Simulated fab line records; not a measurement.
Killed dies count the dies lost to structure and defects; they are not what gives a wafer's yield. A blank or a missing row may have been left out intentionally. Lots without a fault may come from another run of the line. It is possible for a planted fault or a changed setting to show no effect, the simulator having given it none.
2 desks looking at one fault ; flow nandHarc ; each desk has only its own numbers; what lay behind them comes last

THE TOOL OWNER'S DESK: pvdSputter-03
The tool's own readings at NHARC_A_BONDPAD_PVD_27 (deposits Cu, target thk 30 nm, time 20.49 s): means of the sampled wafers that have a number, for each lot that ran on this tool. Marked OUT: a lot whose mean sits more than 4 standard deviations from the usual mean, which makes it out of limits; the brackets give that distance.
Columns: A = throttleValvePct at NHARC_A_BONDPAD_PVD_27, usual 29.9 %
lot;first seen here;A
L400;day 23 08:46;29.5
L402;day 24 04:45;30.1
L408;day 26 16:22;29.9
L411;day 27 15:43;29.9
L417;day 30 18:55;29.3
L422;day 33 05:28;29.1
Finding of this desk: none of the 6 lots has anything out of limits.

FROM THE METROLOGY DESK
Means of the sampled wafers that have a number, per lot and without regard to the tool the lot ran on: this is what the gauges read. Marked OUT: a lot whose mean sits more than 4 standard deviations from the usual mean, which makes it out of limits; the brackets give that distance.
Columns: A = thkNm at NHARC_THIN_TSV_THK_MEAS_02, usual 2997 nm
lot;first seen here;A
L400;day 23 21:35;2969
L403;day 24 17:06;2832
L401;day 24 18:23;2970
L402;day 24 19:29;3110
L408;day 27 08:27;3058
L411;day 28 04:19;2776
L412;day 28 09:53;3091
L416;day 30 08:37;3004
L418;day 31 05:35;3064
L417;day 31 06:47;3187
L421;day 33 01:52;2919
L423;day 33 09:52;3155
L422;day 33 21:54;2912
Finding of this desk: none of the 13 lots has anything out of limits.

ALL TOGETHER
The tool owner's desk saw nothing out of limits.
Nothing out of limits was seen by the metrology desk.

WHAT THE SIMULATOR PUT IN
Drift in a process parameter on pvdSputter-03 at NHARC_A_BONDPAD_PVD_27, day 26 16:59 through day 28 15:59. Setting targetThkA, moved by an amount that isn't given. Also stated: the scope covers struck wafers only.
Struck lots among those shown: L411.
